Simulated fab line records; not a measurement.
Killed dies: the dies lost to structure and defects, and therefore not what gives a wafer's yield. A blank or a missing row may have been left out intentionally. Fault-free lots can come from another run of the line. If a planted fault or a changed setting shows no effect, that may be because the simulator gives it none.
Which tool did it? :: flow n5-finfet :: 36 wafers from 12 lots sampled at 3 of the route's 1938 steps

## WHAT THE GAUGES SHOWED, per wafer
N5_BEOL_M0_OCD_MEAS_108.
lot: L075
measured: day 6 01:29
on: ocd-01
trench-depth-nm (nm): 32.2 33.0 33.0

lot: L077
measured: day 6 11:50
on: ocd-01
trench-depth-nm (nm): 32.8 33.0 32.9

lot: L079
measured: day 7 08:34
on: ocd-02
trench-depth-nm (nm): 33.2 32.4 33.0

lot: L081
measured: day 7 14:55
on: ocd-02
trench-depth-nm (nm): 33.0 33.3 32.3

lot: L083
measured: day 8 00:10
on: ocd-02
trench-depth-nm (nm): 32.1 33.4 32.9

lot: L085
measured: day 8 16:38
on: ocd-02
trench-depth-nm (nm): 31.8 32.1 31.6

lot: L087
measured: day 9 09:11
on: ocd-01
trench-depth-nm (nm): 33.1 33.8 32.9

lot: L089
measured: day 9 18:24
on: ocd-01
trench-depth-nm (nm): 32.4 32.1 32.1

lot: L091
measured: day 10 04:41
on: ocd-02
trench-depth-nm (nm): 31.8 33.3 32.3

lot: L093
measured: day 10 18:32
on: ocd-02
trench-depth-nm (nm): 32.4 32.3 33.1

lot: L095
measured: day 11 03:50
on: ocd-01
trench-depth-nm (nm): 31.1 32.3 33.5

lot: L097
measured: day 11 17:50
on: ocd-02
trench-depth-nm (nm): 32.9 33.2 33.1

## WHAT TOOL EACH LOT RAN ON (gives the tool, then ch and the chambers of the sampled wafers, and finally the start)
lot: L075
N5_BEOL_M0_HM_OPEN_105: rie-metal-01 ch 0,1, day 6 00:59
N5_BEOL_M0_STRIP_142: rie-diel-02 ch 2,3, day 6 01:25

lot: L077
N5_BEOL_M0_HM_OPEN_105: rie-metal-03 ch 0,1, day 6 11:18
N5_BEOL_M0_STRIP_142: rie-diel-02 ch 0,1,3, day 6 11:45

lot: L079
N5_BEOL_M0_HM_OPEN_105: rie-metal-01 ch 0,1, day 7 08:05
N5_BEOL_M0_STRIP_142: rie-diel-02 ch 1,3, day 7 08:29

lot: L081
N5_BEOL_M0_HM_OPEN_105: rie-metal-03 ch 0,1, day 7 14:26
N5_BEOL_M0_STRIP_142: rie-diel-02 ch 0,1,3, day 7 14:50

lot: L083
N5_BEOL_M0_HM_OPEN_105: rie-metal-01 ch 0,1, day 7 23:17
N5_BEOL_M0_STRIP_142: rie-diel-01 ch 1,2,3, day 8 00:05

lot: L085
N5_BEOL_M0_HM_OPEN_105: rie-metal-01 ch 0,1, day 8 16:10
N5_BEOL_M0_STRIP_142: rie-diel-06 ch 2,3, day 8 16:33

lot: L087
N5_BEOL_M0_HM_OPEN_105: rie-metal-02 ch 0, day 9 07:41
N5_BEOL_M0_STRIP_142: rie-diel-01 ch 0,2,3, day 9 09:05

lot: L089
N5_BEOL_M0_HM_OPEN_105: rie-metal-02 ch 0,1, day 9 17:55
N5_BEOL_M0_STRIP_142: rie-diel-06 ch 0,3, day 9 18:19

lot: L091
N5_BEOL_M0_HM_OPEN_105: rie-metal-03 ch 0,1, day 10 03:24
N5_BEOL_M0_STRIP_142: rie-diel-06 ch 0,1,3, day 10 04:37

lot: L093
N5_BEOL_M0_HM_OPEN_105: rie-metal-01 ch 0,1, day 10 18:04
N5_BEOL_M0_STRIP_142: rie-diel-06 ch 1,2,3, day 10 18:28

lot: L095
N5_BEOL_M0_HM_OPEN_105: rie-metal-02 ch 0,1, day 11 03:15
N5_BEOL_M0_STRIP_142: rie-diel-06 ch 0,1,2, day 11 03:45

lot: L097
N5_BEOL_M0_HM_OPEN_105: rie-metal-01 ch 0,1, day 11 17:16
N5_BEOL_M0_STRIP_142: rie-diel-01 ch 1,2, day 11 17:45
- N5_BEOL_M0_HM_OPEN_105: chemistry Cl2/BCl3, target TiN, target depth 12 nm.
- N5_BEOL_M0_STRIP_142: strips in N2/H2, time 10 s.

## THE ANSWER, worked out from the rows above alone
Rule: usual is defined by the lots themselves. The widest of any qualifying gaps counts: lots, ordered by their means at a reading, are off when they make up no more than a third of the lots, leave a main group of 4 or more, and stand apart from it by 3 or more times the standard deviation of that group's means. A main group is skipped when, at the precision printed for the reading in the tables above, its means are all equal. A lot without any number at a reading at which 4 lots or more have one is off too. All remaining lots with rows at the step are treated as sound.
No lot is off on any of the readings shown, so nothing can be concluded from this.

## WHAT HAD BEEN PUT IN BY THE SIMULATOR
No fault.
